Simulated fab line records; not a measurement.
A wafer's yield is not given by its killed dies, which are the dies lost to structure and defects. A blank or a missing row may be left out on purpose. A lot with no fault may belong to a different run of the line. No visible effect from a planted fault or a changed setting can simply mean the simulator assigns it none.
Chamber matching -- flow nand harc -- rie diel-08 running NHARC_A_STAIRCASE_TRIM_229: 4 sister chambers
The step chemistry O2, time 211.2 s. 4 wafers are shown with their chamber, then 9 later ones without.

## WAFERS WITH THEIR CHAMBER
wafer,chamber,showerhead plenum p Torr (Torr)
L081.6,3,3.33
L083.1,0,3.33
L089.5,1,3.48
L089.6,2,3.38

## WAFERS WHOSE CHAMBER IS MISSING
wafer,showerhead plenum p Torr (Torr)
L091.1,3.37
L091.3,3.31
L091.4,3.32
L095.1,3.37
L095.2,3.31
L095.4,3.47
L096.3,3.31
L096.4,3.37
L096.6,3.47

## WHICH CHAMBER EACH WENT THROUGH
wafer,from the rows above,in truth
L091.1,2,2
L091.3,can't be placed: 0 or 3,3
L091.4,can't be placed: 0 or 3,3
L095.1,2,2
L095.2,can't be placed: 0 or 3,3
L095.4,1,1
L096.3,can't be placed: 0 or 3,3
L096.4,2,2
L096.6,1,1
Placed correctly: 5 of 9. These rows do not allow placing 4 (true chamber among the candidates in 4). Placed wrongly: 0.
How it was worked out, from the rows above alone: a wafer's distance from a chamber is the root of the sum, over the readings, of the square of ((its reading less the chamber's mean) divided by the reading's scatter). The wafer belongs to the nearest chamber; if the next one is less than 2 further off, it can't be placed. Each chamber's mean is taken over the wafers shown for it. The scatter: with one shown wafer a chamber, the root of the mean of the squares of how far each hidden wafer lies from its nearest shown one.
